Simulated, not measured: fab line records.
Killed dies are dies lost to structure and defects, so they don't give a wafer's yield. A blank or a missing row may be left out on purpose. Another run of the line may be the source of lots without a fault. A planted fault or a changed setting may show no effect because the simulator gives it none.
Which tool is to blame? | flow n5-finfet | 11 lots with 31 wafers sampled at 5 steps, on a route of 1938 steps

== WHAT THE GAUGES READ, wafer by wafer ==
N5_BEOL_M13_RS_MEAS_54: a four-point-probe measurement.
lot  | measured     | on            | M13_RS (ohm/sq)
L335 | day 11 08:48 | film-metro-02 | 0.0462 0.0460 0.0450
L336 | day 11 13:54 | film-metro-01 | 0.0458 0.0447 0.0462
L338 | day 11 19:31 | film-metro-02 | 0.0446 0.0456 0.0443
L339 | day 12 17:19 | film-metro-01 | 0.0450 0.0449 0.0452
L343 | day 14 15:47 | film-metro-01 | 0.0438 0.0446
L342 | day 14 23:03 | film-metro-01 | 0.0452 0.0452
L349 | day 15 19:14 | film-metro-01 | 0.0457 0.0458 0.0458
L350 | day 16 10:38 | film-metro-02 | 0.0449 0.0456 0.0452
L352 | day 16 11:38 | film-metro-02 | 0.0450 0.0442 0.0446
L355 | day 16 17:11 | film-metro-01 | 0.0448 0.0448 0.0450
L357 | day 17 22:52 | film-metro-01 | 0.0455 0.0446 0.0460

N5_BEOL_M14_THK_MEAS_01.
lot  | measured     | on            | M14_ILD_THK (nm)
L335 | day 11 09:09 | film-metro-01 | 1111 1128 1139
L336 | day 11 14:14 | film-metro-02 | 1106 1130 1119
L338 | day 11 19:46 | film-metro-01 | 1116 1136 1111
L339 | day 12 17:34 | film-metro-02 | 1107 1123 1126
L343 | day 14 16:03 | film-metro-02 | 1118 890
L342 | day 14 23:18 | film-metro-01 | 1100 888
L349 | day 15 19:29 | film-metro-02 | 1112 1133 1154
L350 | day 16 10:53 | film-metro-01 | 1105 1113 1121
L352 | day 16 11:53 | film-metro-01 | 1139 1129 1128
L355 | day 16 17:26 | film-metro-01 | 1118 1135 1128
L357 | day 17 23:07 | film-metro-02 | 1094 1089 1115

== TOOL THAT RAN EACH LOT (tool first, then ch and the chambers of the sampled wafers, then the start) ==
lot  | N5_BEOL_M13_ETCH_67                | N5_BEOL_M13_DEGAS_41         | N5_BEOL_M14_ILD_DEP_00
L335 | rie-diel-04 ch 0,2,3, day 11 04:42 | pvd-sputter-01, day 11 07:34 | pecvd-01 ch 0,1, day 11 08:52
L336 | rie-diel-04 ch 0,2,3, day 11 10:02 | pvd-sputter-01, day 11 12:40 | pecvd-01 ch 0,1, day 11 13:58
L338 | rie-diel-03 ch 1,3, day 11 12:51   | pvd-sputter-01, day 11 18:16 | pecvd-02 ch 0,1,2, day 11 19:34
L339 | rie-diel-03 ch 0,1, day 12 14:48   | pvd-sputter-02, day 12 15:50 | pecvd-02 ch 0,2, day 12 17:23
L343 | rie-diel-03 ch 2, day 14 13:23     | pvd-sputter-01, day 14 14:32 | pecvd-02 ch 1, day 14 15:52
L342 | rie-diel-05 ch 1,2, day 14 17:29   | pvd-sputter-02, day 14 21:46 | pecvd-02 ch 1,2, day 14 23:07
L349 | rie-diel-05 ch 1,2, day 15 17:02   | pvd-sputter-02, day 15 17:58 | pecvd-01 ch 0,1,2, day 15 19:17
L350 | rie-diel-04 ch 0,1,2, day 16 07:37 | pvd-sputter-01, day 16 09:24 | pecvd-01 ch 0,1,2, day 16 10:42
L352 | rie-diel-03 ch 0,2,3, day 16 08:22 | pvd-sputter-03, day 16 10:23 | pecvd-01 ch 0,1,2, day 16 11:46
L355 | rie-diel-04 ch 1,2, day 16 14:16   | pvd-sputter-03, day 16 15:54 | pecvd-03 ch 0,2, day 16 17:15
L357 | rie-diel-04 ch 0,2,3, day 17 19:59 | pvd-sputter-03, day 17 21:37 | pecvd-02 ch 0,1, day 17 22:55
- N5_BEOL_M13_ETCH_67: etches SiARC in CF4, target depth 143 nm, time 238.3 s.
- N5_BEOL_M13_DEGAS_41: time 60 s.
- N5_BEOL_M14_ILD_DEP_00: deposits SiO2 from TEOS/O2, target thk 1119.3 nm, time 237.4 s.

== WHAT THE TOOLS THEMSELVES READ (means of the sampled wafers that have a number; where no wafer has one, the mark that the record gives instead) ==
N5_BEOL_M13_ETCH_67.
lot  | tool        | drypump-motor-current-A (A) | etch-rf-on-time-s (s) | oes-product-au (a.u.) | rf-vpp-V (V) | showerhead-plenum-p-Torr (Torr) | throttle-valve-pct (%)
L335 | rie-diel-04 | 5.4                         | 243                   | 0.66                  | 184.7        | 2.15                            | 15.61
L336 | rie-diel-04 | 5.4                         | 243                   | 0.66                  | 184.3        | 2.15                            | 15.63
L338 | rie-diel-03 | 5.9                         | 234                   | 0.65                  | 184.3        | 2.11                            | 15.64
L339 | rie-diel-03 | 5.5                         | 236                   | 0.61                  | 183.6        | 2.15                            | 15.66
L343 | rie-diel-03 | 5.4                         | 237                   | 0.73                  | 182.1        | 2.09                            | 15.56
L342 | rie-diel-05 | 5.9                         | 242                   | 0.61                  | 183.6        | 2.09                            | 15.61
L349 | rie-diel-05 | 5.9                         | 243                   | 0.60                  | 182.8        | 2.07                            | 15.62
L350 | rie-diel-04 | 5.3                         | 238                   | 0.67                  | 185.2        | 2.15                            | 15.61
L352 | rie-diel-03 | 5.7                         | 236                   | 0.65                  | 184.0        | 2.09                            | 15.61
L355 | rie-diel-04 | 5.0                         | 238                   | 0.69                  | 183.3        | 2.20                            | 15.61
L357 | rie-diel-04 | 5.4                         | 242                   | 0.63                  | 183.6        | 2.14                            | 15.71

N5_BEOL_M13_DEGAS_41.
lot  | tool           | heater-power-w (W)
L335 | pvd-sputter-01 | 334
L336 | pvd-sputter-01 | 324
L338 | pvd-sputter-01 | 323
L339 | pvd-sputter-02 | 387
L343 | pvd-sputter-01 | 332
L342 | pvd-sputter-02 | 348
L349 | pvd-sputter-02 | 374
L350 | pvd-sputter-01 | 327
L352 | pvd-sputter-03 | 339
L355 | pvd-sputter-03 | 324
L357 | pvd-sputter-03 | 331

N5_BEOL_M14_ILD_DEP_00.
lot  | tool     | heater-power-w (W) | run-length-s (s) | showerhead-plenum-p-Torr (Torr) | throttle-valve-pct (%)
L335 | pecvd-01 | 549                | 279.5            | 8.27                            | 18.5
L336 | pecvd-01 | 531                | 279.5            | 8.26                            | 18.6
L338 | pecvd-02 | 607                | 280.4            | 8.33                            | 18.4
L339 | pecvd-02 | 665                | 280.2            | 8.33                            | 18.7
L343 | pecvd-02 | 646                | 255.7            | 8.38                            | 18.9
L342 | pecvd-02 | 630                | 255.5            | 8.36                            | 18.4
L349 | pecvd-01 | 600                | 280.6            | 8.27                            | 18.4
L350 | pecvd-01 | 543                | 280.3            | 8.28                            | 18.3
L352 | pecvd-01 | 504                | 280.1            | 8.30                            | 18.2
L355 | pecvd-03 | 489                | 280.2            | 8.35                            | 18.9
L357 | pecvd-02 | 607                | 280.1            | 8.34                            | 19.1

== THE ANSWER, worked out from the rows above alone ==
Rule: what is usual is taken from the lots themselves. The widest of any qualifying gaps counts: lots, ordered by their means at a reading, are off when they make up no more than a third of the lots, leave a main group of 4 or more, and stand apart from it by 3 or more times the standard deviation of that group's means. A main group whose means are all the same, to the digits that the tables above print for the reading, isn't used. Also off: a lot with no number at a reading for which 4 or more lots have one. Any other lot the step has rows for is counted as sound. First the gauges in route order, then the tools' own readings, where a lot's mean is used as printed above. The first step at which some lot is off is used, and at that step the reading that is off furthest; a lot without a number counts as furthest.
Off: L343, L342, at N5_BEOL_M14_THK_MEAS_01 (M14_ILD_THK). The main group: mean 1121 nm, standard deviation 9.8.
If a tool, at a process step before that reading, ran all the lots that are off and no sound lot after the first of them, it fits. The gauges at N5_BEOL_M14_THK_MEAS_01 aren't tried: what is off there is off at N5_BEOL_M14_ILD_DEP_00 too, on other tools, and a gauge's error can't cause that. No candidate that was tried fits.

== WHAT THE SIMULATOR HAD PUT IN ==
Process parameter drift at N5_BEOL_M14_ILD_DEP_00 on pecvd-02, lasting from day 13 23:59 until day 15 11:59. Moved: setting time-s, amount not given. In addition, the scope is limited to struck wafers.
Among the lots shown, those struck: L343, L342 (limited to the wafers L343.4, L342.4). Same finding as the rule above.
